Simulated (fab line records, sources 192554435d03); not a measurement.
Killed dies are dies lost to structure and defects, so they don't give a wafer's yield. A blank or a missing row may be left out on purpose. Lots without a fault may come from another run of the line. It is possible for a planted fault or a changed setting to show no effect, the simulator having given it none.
Split-lot experiment    flow n5 finfet    21 wafers read from 7 lots, route of 1938 steps

== THE SPLIT ==
At N5_BEOL_M0_CUTY_DESCUM_61 (chemistry O2, time 7.9 s), the setting time s was moved away from the recipe's 7.9 s on 6 of the 21 wafers read, by -22.3% to +8.1%. For the rest of the wafers, this setting stayed at what the recipe calls for.

The file shows no step between the split and the reading.

== THE READING ==
CAR-ArF-block_of_BEOL_M0_CUTY_COAT_51.thk nm (the simulator's own value, which no gauge read), in nm, at N5_BEOL_M0_CUTY_ETCH_62 (etches SiARC in CF4, time 58.5 s). No usual value for it is given in the file. The 15 wafers here that ran the recipe average 118.6 nm, standard deviation 0.32 nm.

wafer   tool, chamber at the split  time s as run, s  against the recipe  CAR-ArF-block_of_BEOL_M0_CUTY_COAT_51.thk nm, nm  against lot-mates on the recipe
L076.2  rie diel-04, 2,3,2          7.9               recipe              119                                               -
L076.4  rie diel-04, 2,3,2          7.9               recipe              118.8                                             -
L076.5  rie diel-04, 2,3,2          7.9               recipe              118.8                                             -
L082.1  rie diel-04, 1,2,0          7.9               recipe              118.6                                             -
L082.2  rie diel-04, 1,2,0          7.9               recipe              119                                               -
L082.3  rie diel-04, 1,2,0          7.9               recipe              118.8                                             -
L086.2  rie diel-04, 0,1            7.9               recipe              118.4                                             -
L086.5  rie diel-04, 0,1            7.9               recipe              118.4                                             -
L086.6  rie diel-04, 0              7.026             -11.1%              118.8                                             +0.4
L087.2  rie diel-04, 2,3,1          7.9               recipe              118.4                                             -
L087.3  rie diel-04, 2,3,1          7.9               recipe              118                                               -
L087.6  rie diel-04, 2,3,1          7.9               recipe              118                                               -
L088.4  rie diel-02, 1,0            6.141             -22.3%              119.6                                             +0.8
L088.5  rie diel-02, 1,0            6.141             -22.3%              120.2                                             +1.4
L088.6  rie diel-02, 3              7.9               recipe              118.8                                             -
L089.1  rie diel-02, 1,3            7.9               recipe              119                                               -
L089.5  rie diel-02, 1,3            7.9               recipe              118.8                                             -
L089.6  rie diel-02, 2              6.137             -22.3%              120                                               +1.1
L091.3  rie diel-04, 0              7.9               recipe              118.8                                             -
L091.4  rie diel-04, 3,0            8.541             +8.1%               117.8                                             -1.0
L091.5  rie diel-04, 3,0            8.541             +8.1%               117.8                                             -1.0
If several chambers appear in one row, that row covers several wafers at once and the file leaves open which wafer was in which chamber.

THE FIT
A straight line over all 21 wafers: CAR-ArF-block_of_BEOL_M0_CUTY_COAT_51.thk nm changes by -0.0608 nm for each +1% of time s; r = -0.85; the points scatter about the line by 0.34 nm.
The same after taking each lot's own level away (the mean of its wafers on the recipe; 21 wafers): -0.0571 nm for each +1%; r = -0.92; scatter 0.23 nm.
According to that fit, moving time s by its largest amount changes the reading by 1.3 nm.
Across the lots, their own levels run from 118.13 to 118.90 nm, a range of 2.4 times the standard deviation given above.
Consequently the slope shifts little with the lot-to-lot level, the two slopes agreeing.
Check: for one of the wafers moved furthest among these (-22.3%), held out of the fit, the line's prediction against its lot-mates is +1.22 nm. It came out at +1.1 nm against them.

== THESE WAFERS: OTHER SPLITS ==
Note: prior to the reading, these wafers also went through further splits. Each is held against what the fit with the lots' levels taken away leaves over:
other split on the same wafers         wafers away from the commonest value  r with CAR-ArF-block_of_BEOL_M0_CUTY_COAT_51.thk nm (lot level and that fit taken away)
N5_GATE_CUT_ALD_22 ald cycles          7                                     +0.25
N5_MOL_CONTACT_COAG_COAT_104 spin rpm  8                                     -0.19
N5_MOL_CONTACT_COAG_ETCH_91 source w   7                                     +0.00
N5_BEOL_M0_SAQP_ETCH_84 time s         7                                     -0.06

== FILE'S OWN FIT ==
CAR-ArF-block_of_BEOL_M0_CUTY_COAT_51.thk nm changes by -0.0521 nm for each +1% of time s, r = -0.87.
